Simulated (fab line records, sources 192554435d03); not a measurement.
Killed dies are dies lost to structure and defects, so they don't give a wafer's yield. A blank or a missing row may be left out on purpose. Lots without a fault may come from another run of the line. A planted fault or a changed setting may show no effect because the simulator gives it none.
Chamber matching | flow n5_finfet | N5_BEOL_M3_ALD_84 on ald_metal-02: 4 sister chambers
The step deposits TaN, pulse time 2 s, purge time 3 s, co reactant purge time 2 s. 8 wafers are shown with their chamber, then 12 later ones without.

WAFERS WITH THEIR CHAMBER
wafer  | chamber | heater_power_w (W)
L087.3 | 0       | 428
L087.5 | 0       | 427
L089.1 | 3       | 473
L089.2 | 2       | 470
L089.3 | 1       | 404
L091.1 | 1       | 401
L091.3 | 2       | 462
L091.6 | 3       | 476

WAFERS WITHOUT THEIR CHAMBER
wafer  | heater_power_w (W)
L093.3 | 419
L093.5 | 477
L093.6 | 477
L095.1 | 420
L095.2 | 406
L095.3 | 464
L095.4 | 469
L095.5 | 414
L095.6 | 487
L097.1 | 419
L097.2 | 405
L097.6 | 464

WHICH CHAMBER EACH WENT THROUGH
wafer  | from the rows above     | in truth
L093.3 | 0                       | 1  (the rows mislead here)
L093.5 | 3                       | 3
L093.6 | 3                       | 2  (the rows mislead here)
L095.1 | 0                       | 0
L095.2 | 1                       | 1
L095.3 | 2                       | 2
L095.4 | can't be placed: 2 or 3 | 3
L095.5 | can't be placed: 1 or 0 | 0
L095.6 | 3                       | 3
L097.1 | 0                       | 0
L097.2 | 1                       | 1
L097.6 | 2                       | 2
Placed correctly: 8 of 12. Can't be placed from these rows: 2 (the true chamber is among the candidates in 2). Placed wrongly: 2.
How it was worked out, from the rows above alone: a wafer's distance from a chamber is the root of the sum, over the readings, of the square of ((its reading less the chamber's mean) divided by the reading's scatter). The wafer belongs to the nearest chamber; if the next one is less than 2 further off, it can't be placed. A chamber's mean is the mean of its shown wafers. The scatter: the root of (the sum of the squares of (reading less its chamber's mean) over the shown wafers, divided by (wafers less chambers)).
